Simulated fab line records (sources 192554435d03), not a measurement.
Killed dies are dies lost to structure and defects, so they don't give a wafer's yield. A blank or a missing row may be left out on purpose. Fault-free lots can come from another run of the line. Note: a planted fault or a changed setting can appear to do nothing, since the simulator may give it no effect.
Which tool is to blame?    flow n5-finfet    Sampling: 24 lots, 72 wafers, 3 of 1938 route steps

## WHAT THE GAUGES SHOWED, per wafer
N5_FIN_CUT_INSPECT_17: inspects for defects (brightfield).
lot   measured     on                 raw-defect-count
L074  day 2 03:43  defect-inspect-01  248 219 254
L075  day 2 09:29  defect-inspect-02  310 316 257
L076  day 2 16:05  defect-inspect-02  329 309 170
L077  day 2 22:07  defect-inspect-02  231 317 309
L078  day 3 03:25  defect-inspect-01  222 249 211
L079  day 3 09:05  defect-inspect-02  248 330 257
L080  day 3 16:23  defect-inspect-01  211 233 158
L081  day 3 21:05  defect-inspect-02  332 172 201
L082  day 4 03:20  defect-inspect-01  190 191 198
L083  day 4 09:31  defect-inspect-01  238 155 313
L084  day 4 14:55  defect-inspect-01  204 187 218
L085  day 4 21:38  defect-inspect-01  214 287 236
L086  day 5 04:05  defect-inspect-02  300 566 187
L087  day 5 10:30  defect-inspect-01  238 211 190
L088  day 5 15:19  defect-inspect-02  153 146 254
L089  day 6 00:08  defect-inspect-02  241 260 294
L090  day 6 06:08  defect-inspect-01  257 377 216
L091  day 6 09:30  defect-inspect-02  203 179 184
L093  day 7 00:38  defect-inspect-02  208 155 141
L092  day 7 01:34  defect-inspect-02  197 169 247
L094  day 7 04:56  defect-inspect-02  128 185 215
L095  day 7 09:23  defect-inspect-01  302 213 280
L096  day 7 16:01  defect-inspect-02  186 230 228
L097  day 7 21:38  defect-inspect-01  156 184 165

## TOOL THAT RAN EACH LOT (tool first, then ch and the chambers of the sampled wafers, then the start)
lot   N5_FIN_SAQP_HM_OPEN_33             N5_FIN_SAQP_HM_CD_35
L074  rie-diel-04 ch 0,1,2, day 2 01:33  cd-sem-02, day 2 01:46
L075  rie-diel-04 ch 0,1,3, day 2 07:29  cd-sem-03, day 2 07:42
L076  rie-diel-05 ch 0,3, day 2 13:56    cd-sem-03, day 2 14:09
L077  rie-diel-02 ch 0,2, day 2 20:07    cd-sem-02, day 2 20:20
L078  rie-diel-05 ch 0,2,3, day 3 01:24  cd-sem-02, day 3 01:37
L079  rie-diel-02 ch 0,2, day 3 07:12    cd-sem-03, day 3 07:25
L080  rie-diel-04 ch 0,2,3, day 3 14:11  cd-sem-02, day 3 14:25
L081  rie-diel-05 ch 1,2, day 3 19:08    cd-sem-03, day 3 19:21
L082  rie-diel-02 ch 1,2,3, day 4 01:21  cd-sem-01, day 4 01:34
L083  rie-diel-04 ch 0,2,3, day 4 07:38  cd-sem-03, day 4 07:51
L084  rie-diel-04 ch 1,3, day 4 13:02    cd-sem-03, day 4 13:16
L085  rie-diel-05 ch 2,3, day 4 19:35    cd-sem-03, day 4 19:49
L086  rie-diel-02 ch 0,1,2, day 5 02:04  cd-sem-01, day 5 02:17
L087  rie-diel-04 ch 1,2, day 5 08:28    cd-sem-03, day 5 08:41
L088  rie-diel-05 ch 0,2,3, day 5 13:26  cd-sem-02, day 5 13:40
L089  rie-diel-05 ch 1,2,3, day 5 21:30  cd-sem-03, day 5 21:43
L090  rie-diel-02 ch 0,2, day 6 03:36    cd-sem-02, day 6 03:49
L091  rie-diel-02 ch 0,2, day 6 07:22    cd-sem-02, day 6 07:35
L093  rie-diel-05 ch 1,2,3, day 6 22:46  cd-sem-02, day 6 22:59
L092  rie-diel-05 ch 0,1,3, day 6 23:20  cd-sem-01, day 6 23:33
L094  rie-diel-02 ch 1,2, day 7 02:36    cd-sem-01, day 7 02:49
L095  rie-diel-02 ch 0,1,3, day 7 07:31  cd-sem-03, day 7 07:43
L096  rie-diel-02 ch 0,1, day 7 13:58    cd-sem-01, day 7 14:11
L097  rie-diel-02 ch 0,1, day 7 19:37    cd-sem-03, day 7 19:50
- N5_FIN_SAQP_HM_OPEN_33: chemistry CH3F/O2, target SiNx, target depth 49.4 nm, time 70.6 s.
- N5_FIN_SAQP_HM_CD_35: target cd 8 nm.

## AS READ BY THE TOOLS THEMSELVES (means over the sampled wafers that have a number; for cases with no such wafer, the mark the record gives instead)
N5_FIN_SAQP_HM_OPEN_33.
lot   tool         bias-w (W)  drypump-motor-current-A (A)  etch-rf-on-time-s (s)  oes-product-au (a.u.)  rf-vpp-V (V)  showerhead-plenum-p-Torr (Torr)  throttle-valve-pct (%)
L074  rie-diel-04  73.00       5.4                          68.4                   0.60                   303           2.00                             16.33
L075  rie-diel-04  72.77       5.7                          70.7                   0.60                   302           2.03                             16.29
L076  rie-diel-05  73.13       5.4                          70.6                   0.57                   295           1.91                             16.56
L077  rie-diel-02  73.22       6.1                          69.7                   0.72                   294           2.05                             16.06
L078  rie-diel-05  73.02       5.8                          70.3                   0.59                   294           1.98                             16.59
L079  rie-diel-02  73.02       6.1                          71.4                   0.71                   295           2.05                             16.06
L080  rie-diel-04  73.03       5.8                          70.4                   0.61                   302           2.01                             16.28
L081  rie-diel-05  73.04       6.2                          70.6                   0.68                   294           2.04                             16.50
L082  rie-diel-02  72.92       5.7                          69.6                   0.71                   298           2.06                             16.13
L083  rie-diel-04  73.19       5.8                          68.8                   0.62                   301           2.01                             16.29
L084  rie-diel-04  72.93       5.7                          69.1                   0.77                   302           2.05                             16.14
L085  rie-diel-05  73.11       5.7                          69.1                   0.76                   297           2.12                             16.33
L086  rie-diel-02  73.11       5.8                          70.7                   0.71                   298           2.01                             16.13
L087  rie-diel-04  72.81       5.6                          68.6                   0.68                   300           1.99                             16.34
L088  rie-diel-05  73.16       5.9                          69.2                   0.74                   296           2.06                             16.31
L089  rie-diel-05  73.00       5.8                          69.4                   0.72                   296           2.05                             16.36
L090  rie-diel-02  72.99       6.1                          70.9                   0.69                   295           2.04                             16.11
L091  rie-diel-02  72.90       5.9                          71.5                   0.66                   301           1.97                             16.20
L093  rie-diel-05  72.94       5.8                          69.0                   0.71                   296           2.05                             16.38
L092  rie-diel-05  73.13       5.6                          67.8                   0.77                   297           2.01                             16.18
L094  rie-diel-02  72.78       5.5                          71.5                   0.73                   295           2.05                             16.10
L095  rie-diel-02  72.74       5.6                          69.9                   0.72                   304           1.99                             16.11
L096  rie-diel-02  73.00       5.4                          70.5                   0.71                   300           1.99                             16.20
L097  rie-diel-02  72.78       5.4                          70.5                   0.70                   300           1.99                             16.20

N5_FIN_SAQP_HM_CD_35.
lot   tool       cd-nm (nm)
L074  cd-sem-02  8.17
L075  cd-sem-03  8.18
L076  cd-sem-03  8.07
L077  cd-sem-02  8.32
L078  cd-sem-02  8.05
L079  cd-sem-03  8.21
L080  cd-sem-02  8.08
L081  cd-sem-03  8.09
L082  cd-sem-01  7.98
L083  cd-sem-03  8.06
L084  cd-sem-03  8.25
L085  cd-sem-03  8.26
L086  cd-sem-01  7.82
L087  cd-sem-03  8.18
L088  cd-sem-02  8.29
L089  cd-sem-03  7.93
L090  cd-sem-02  8.16
L091  cd-sem-02  8.05
L093  cd-sem-02  8.20
L092  cd-sem-01  7.97
L094  cd-sem-01  8.03
L095  cd-sem-03  8.23
L096  cd-sem-01  8.13
L097  cd-sem-03  8.12

## THE ANSWER, worked out from the rows above alone
Rule: the usual values come from the lots themselves. Put in order of their means at a reading, lots are off if they are a third of the lots or fewer, leave a main group of 4 or more, and stand apart from it by a gap of 3 or more times the standard deviation of the main group's means; of several such gaps the widest counts. The tables above print the reading to a certain number of digits; a main group whose means all agree to those digits is not used. A lot without any number at a reading at which 4 lots or more have one is off too. The other lots that the step has rows for count as sound. The gauges are gone through in route order, then the tools' own readings, and for those a lot's mean is taken as printed above. At the first step where some lot is off, the reading lying furthest off is the one used; lots without a number count as furthest.
Across all readings shown, no lot is off: no conclusion can be drawn from this.

## WHAT THE SIMULATOR PUT IN
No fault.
